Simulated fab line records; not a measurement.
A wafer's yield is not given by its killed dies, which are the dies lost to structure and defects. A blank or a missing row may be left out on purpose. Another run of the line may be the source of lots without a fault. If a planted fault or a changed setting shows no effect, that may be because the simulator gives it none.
Which of the tools did it? || flow nand harc || Sampling: 7 lots, 21 wafers, 5 of 1302 route steps

WHAT EACH GAUGE READ, for each wafer
NHARC_END_SORT_01.
{"lot": "L248", "measured": "day 25 19:31", "on": "prober-01", "killed at array": "667 671 670"}

WHICH TOOL RAN EACH LOT (tool, then ch and the chambers of the sampled wafers, then the start)
{"lot": "L245", "NHARC_A_STAIRCASE_CVD_552": "lpcvd-01 ch 1, day 17 20:50", "NHARC_THIN_TSV_CMP_01": "cmp-04 ch 1,3, day 23 21:56", "NHARC_THIN_TSV_DEGAS_49": "pvd sputter-02, day 24 02:01", "NHARC_THIN_TSV_PVD_19": "pvd sputter-02, no start"}
{"lot": "L248", "NHARC_A_STAIRCASE_CVD_552": "lpcvd-01 ch 1, day 19 06:28", "NHARC_THIN_TSV_CMP_01": "-", "NHARC_THIN_TSV_DEGAS_49": "-", "NHARC_THIN_TSV_PVD_19": "-"}
{"lot": "L257", "NHARC_A_STAIRCASE_CVD_552": "lpcvd-01 ch 0, day 22 19:13", "NHARC_THIN_TSV_CMP_01": "cmp-02 ch 0,1,3, day 29 00:25", "NHARC_THIN_TSV_DEGAS_49": "pvd sputter-02, day 29 04:22", "NHARC_THIN_TSV_PVD_19": "pvd sputter-02, no start"}
{"lot": "L258", "NHARC_A_STAIRCASE_CVD_552": "lpcvd-02 ch 0, day 23 14:31", "NHARC_THIN_TSV_CMP_01": "cmp-01 ch 0,1,3, day 30 01:10", "NHARC_THIN_TSV_DEGAS_49": "pvd sputter-02, day 30 05:06", "NHARC_THIN_TSV_PVD_19": "pvd sputter-02, no start"}
{"lot": "L260", "NHARC_A_STAIRCASE_CVD_552": "lpcvd-02 ch 1, day 24 14:08", "NHARC_THIN_TSV_CMP_01": "cmp-04 ch 1,2,3, day 31 05:01", "NHARC_THIN_TSV_DEGAS_49": "pvd sputter-01, day 31 09:04", "NHARC_THIN_TSV_PVD_19": "pvd sputter-01, no start"}
{"lot": "L263", "NHARC_A_STAIRCASE_CVD_552": "lpcvd-02 ch 1, day 25 21:46", "NHARC_THIN_TSV_CMP_01": "cmp-04 ch 0,1,2, day 32 03:43", "NHARC_THIN_TSV_DEGAS_49": "pvd sputter-03, day 32 07:44", "NHARC_THIN_TSV_PVD_19": "pvd sputter-03, no start"}
{"lot": "L266", "NHARC_A_STAIRCASE_CVD_552": "lpcvd-02 ch 0, day 25 21:46", "NHARC_THIN_TSV_CMP_01": "cmp-04 ch 0,2,3, day 32 12:55", "NHARC_THIN_TSV_DEGAS_49": "pvd sputter-02, day 32 17:04", "NHARC_THIN_TSV_PVD_19": "pvd sputter-02, no start"}
- NHARC_A_STAIRCASE_CVD_552: deposits SiNx, target thk 40 nm.
- NHARC_THIN_TSV_CMP_01: polishes.
- NHARC_THIN_TSV_DEGAS_49: time 120 s.
- NHARC_THIN_TSV_PVD_19: deposits TaN, target thk 20 nm.

THE ANSWER, worked out from the rows above alone
Rule: usual is defined by the lots themselves. Put in order of their means at a reading, lots are off if they are a third of the lots or fewer, leave a main group of 4 or more, and stand apart from it by a gap of 3 or more times the standard deviation of the main group's means; of several such gaps the widest counts. Not used: any main group whose means are identical at the precision the tables above print for the reading. Also off: a lot with no number at a reading for which 4 or more lots have one. The other lots that the step has rows for count as sound.
No lot is off at any reading shown: from this, nothing can be told.

WHAT THE SIMULATOR PUT IN
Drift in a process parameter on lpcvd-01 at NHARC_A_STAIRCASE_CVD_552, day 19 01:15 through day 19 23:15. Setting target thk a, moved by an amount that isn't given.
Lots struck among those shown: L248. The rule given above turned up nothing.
